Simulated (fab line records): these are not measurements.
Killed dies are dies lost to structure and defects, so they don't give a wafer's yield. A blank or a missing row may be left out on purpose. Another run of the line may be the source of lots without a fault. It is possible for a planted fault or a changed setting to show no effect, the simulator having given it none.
Chamber matching / flow n5 finfet / N5_BEOL_M1_CMP_52 on cmp-03 has 4 sister chambers
The step polishes, stops on SiOC, t overpolish 6.8 s, target thk 40 nm. 4 wafers are shown with their chamber, then 7 later ones without.

## WAFERS WITH THEIR CHAMBER
wafer=L086.2; chamber=2; motor current A (A)=6.3
wafer=L089.1; chamber=1; motor current A (A)=6.1
wafer=L089.3; chamber=0; motor current A (A)=5.7
wafer=L089.4; chamber=3; motor current A (A)=5.6

## WAFERS WITHOUT THEIR CHAMBER
wafer=L091.1; motor current A (A)=5.5
wafer=L091.2; motor current A (A)=6.2
wafer=L091.4; motor current A (A)=6.3
wafer=L095.1; motor current A (A)=6.2
wafer=L095.3; motor current A (A)=5.5
wafer=L097.1; motor current A (A)=5.4
wafer=L097.3; motor current A (A)=6.1

## WHICH CHAMBER EACH WENT THROUGH
wafer=L091.1; from the rows above=can't be placed: 3 or 0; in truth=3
wafer=L091.2; from the rows above=can't be placed: 2 or 1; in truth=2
wafer=L091.4; from the rows above=can't be placed: 2 or 1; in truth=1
wafer=L095.1; from the rows above=can't be placed: 2 or 1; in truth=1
wafer=L095.3; from the rows above=can't be placed: 3 or 0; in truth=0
wafer=L097.1; from the rows above=can't be placed: 3 or 0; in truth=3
wafer=L097.3; from the rows above=can't be placed: 1 or 2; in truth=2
0 of 7 placed correctly. Cannot be placed on the basis of these rows: 7; the candidates contain the true chamber in 7. Wrongly placed: 0.
How it was worked out, from the rows above alone: a wafer's distance from a chamber is the root of the sum, over the readings, of the square of ((its reading less the chamber's mean) divided by the reading's scatter). The wafer belongs to the nearest chamber; if the next one is less than 2 further off, it can't be placed. The mean given for a chamber averages the wafers shown for that chamber. The scatter: root of mean squared gap, hidden wafer to nearest shown wafer, with one shown wafer a chamber.
